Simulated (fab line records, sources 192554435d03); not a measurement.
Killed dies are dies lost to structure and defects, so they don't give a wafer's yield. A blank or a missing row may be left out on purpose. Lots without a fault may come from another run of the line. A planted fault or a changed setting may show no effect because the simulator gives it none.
Chamber matching | flow n5_finfet | N5_BEOL_M0_SAQP_SPACER2_ALD_26 on ald_sin-03: 4 sister chambers
The step deposits SiO2, target thk 15 nm, pulse time 1 s, purge time 2 s. 4 wafers are shown with their chamber, then 11 later ones without.

WAFERS WITH THEIR CHAMBER
wafer  | chamber | heater_power_w (W)
L082.1 | 2       | 528
L082.4 | 3       | 508
L082.5 | 0       | 528
L086.1 | 1       | 429

WAFERS WITHOUT THEIR CHAMBER
wafer  | heater_power_w (W)
L086.2 | 517
L086.4 | 508
L087.2 | 508
L087.4 | 528
L087.5 | 521
L093.3 | 536
L093.4 | 418
L093.6 | 430
L097.1 | 522
L097.2 | 501
L097.5 | 520

WHICH CHAMBER EACH WENT THROUGH
wafer  | from the rows above          | in truth
L086.2 | can't be placed: 3 or 0 or 2 | 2
L086.4 | 3                            | 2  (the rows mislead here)
L087.2 | 3                            | 3
L087.4 | can't be placed: 0 or 2      | 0
L087.5 | can't be placed: 0 or 2 or 3 | 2
L093.3 | can't be placed: 0 or 2      | 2
L093.4 | 1                            | 1
L093.6 | 1                            | 1
L097.1 | can't be placed: 0 or 2 or 3 | 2
L097.2 | 3                            | 3
L097.5 | can't be placed: 0 or 2 or 3 | 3
Placed correctly: 4 of 11. Can't be placed from these rows: 6 (the true chamber is among the candidates in 6). Placed wrongly: 1.
How it was worked out, from the rows above alone: a wafer's distance from a chamber is the root of the sum, over the readings, of the square of ((its reading less the chamber's mean) divided by the reading's scatter). The wafer belongs to the nearest chamber; if the next one is less than 2 further off, it can't be placed. A chamber's mean is the mean of its shown wafers. The scatter: with one shown wafer a chamber, the root of the mean of the squares of how far each hidden wafer lies from its nearest shown one.
